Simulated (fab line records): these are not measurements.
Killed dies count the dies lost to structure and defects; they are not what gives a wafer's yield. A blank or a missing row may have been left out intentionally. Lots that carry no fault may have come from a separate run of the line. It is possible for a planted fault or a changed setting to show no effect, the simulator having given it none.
Split-lot study    flow n5_finfet    7 lots, 21 wafers read, on a route of 1938 steps

ON THE SPLIT
At N5_DUMMY_GATE_ETCH_37 (etches SOC in N2/H2, target depth 60 nm, overetch 30 nm), the setting source_w was moved away from the recipe's 840 W on 5 of the 21 wafers read, by -10.3% to +17.9%. All remaining wafers had this setting at the recipe value.

Reading taken at the split's own step.

THE READING
rf_vpp_V, in V, at N5_DUMMY_GATE_ETCH_37 (etches SOC in N2/H2, target depth 60 nm, overetch 30 nm). Fault-free wafers of this fab line usually give 525.8 V, standard deviation 2.2 V.

wafer   tool, chamber at the split  source_w as run, W  against the recipe  rf_vpp_V, V  against lot-mates on the recipe
L075.2  rie_diel-04, 1              990                 +17.9%              492.6        -30.7
L075.3  rie_diel-04, 3              840                 recipe              523.8        -
L075.6  rie_diel-04, 2              840                 recipe              522.9        -
L081.2  rie_diel-02, 0              840                 recipe              527.6        -
L081.3  rie_diel-02, 1              796.5               -5.2%               535.5        +7.9
L081.6  rie_diel-02, 2              796.5               -5.2%               537.1        +9.5
L082.2  rie_diel-02, 1              840                 recipe              527.3        -
L082.5  rie_diel-02, 1              840                 recipe              528.0        -
L082.6  rie_diel-02, 0              840                 recipe              525.6        -
L083.2  rie_diel-04, 0              840                 recipe              525.5        -
L083.3  rie_diel-04, 1              753.8               -10.3%              538.9        +13.5
L083.4  rie_diel-04, 2              840                 recipe              525.2        -
L086.2  rie_diel-02, 3              840                 recipe              527.2        -
L086.3  rie_diel-02, 2              840                 recipe              527.5        -
L086.6  rie_diel-02, 2              840                 recipe              527.9        -
L089.1  rie_diel-04, 3              840                 recipe              525.6        -
L089.5  rie_diel-04, 0              840                 recipe              526.6        -
L089.6  rie_diel-04, 1              840                 recipe              519.5        -
L093.1  rie_diel-04, 1              840                 recipe              521.1        -
L093.3  rie_diel-04, 0              928.8               +10.6%              509.2        -13.7
L093.4  rie_diel-04, 2              840                 recipe              524.6        -

THE FIT
A straight line over all 21 wafers: rf_vpp_V changes by -1.71 V for each +1% of source_w; r = -0.96; the points scatter about the line by 2.6 V.
The same after taking each lot's own level away (the mean of its wafers on the recipe; 21 wafers): -1.56 V for each +1%; r = -0.98; scatter 1.8 V.
According to that fit, moving source_w by its largest amount changes the reading by 28 V.
From 522.85 to 527.60 V: that is the span of the lots' own levels, equal to 2.2 times the standard deviation above.
So the lot-to-lot level changes the slope little: the two slopes agree.
Check: -24.3 V against its lot-mates is what the line predicts for one of the wafers moved furthest among these (+17.9%) when that wafer is left out of the fit. Against them it came out at -30.7 V.
Tool readings at the split's step, against how far the setting was moved: rf_vpp_V r = -0.96.

FURTHER SPLITS ON THESE WAFERS
Note: prior to the reading, these wafers also went through further splits. Each is held against what the fit with the lots' levels taken away leaves over:
other split on the same wafers           wafers away from the commonest value  r with rf_vpp_V (lot level and that fit taken away)
N5_ZERO_LAYER_EXPOSE_08 dose_mj          7                                     -0.22
N5_ZERO_LAYER_DEVELOP_10 develop_time_s  6                                     -0.21
N5_WELL_APT_COAT_02 spin_rpm             7                                     +0.18
N5_WELL_APT_PEB_06 peb_time_s            10                                    -0.26
N5_FIN_SAQP_EXPOSE_13 dose_mj            7                                     +0.13
N5_FIN_CUT_CUT_ETCH_26 source_w          8                                     -0.17

THE WHOLE CHAIN: every reading that the file lists as answering this split, in the file's order
step                   what it does                                                    reading                                                            change (the file's fit)                 r (the file's)
N5_DUMMY_GATE_ETCH_37  etches SOC in N2/H2, target depth 60 nm, overetch 30 nm         rf_vpp_V                                                           -1.56 V for each +1% of the setting     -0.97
N5_DUMMY_GATE_TRIM_49  chemistry O2, time 29 s, target cd 14 nm                        DUMMY_GATE.cd_nm (the simulator's own value, which no gauge read)  -0.0401 nm for each +1% of the setting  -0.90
N5_DUMMY_GATE_ETCH_44  etches poly-Si in HBr/O2, stops on SiO2, target depth 127.5 nm  DUMMY_GATE.cd_nm (the simulator's own value, which no gauge read)  -0.0378 nm for each +1% of the setting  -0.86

FILE'S OWN FIT
rf_vpp_V changes by -1.56 V for each +1% of source_w, r = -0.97.
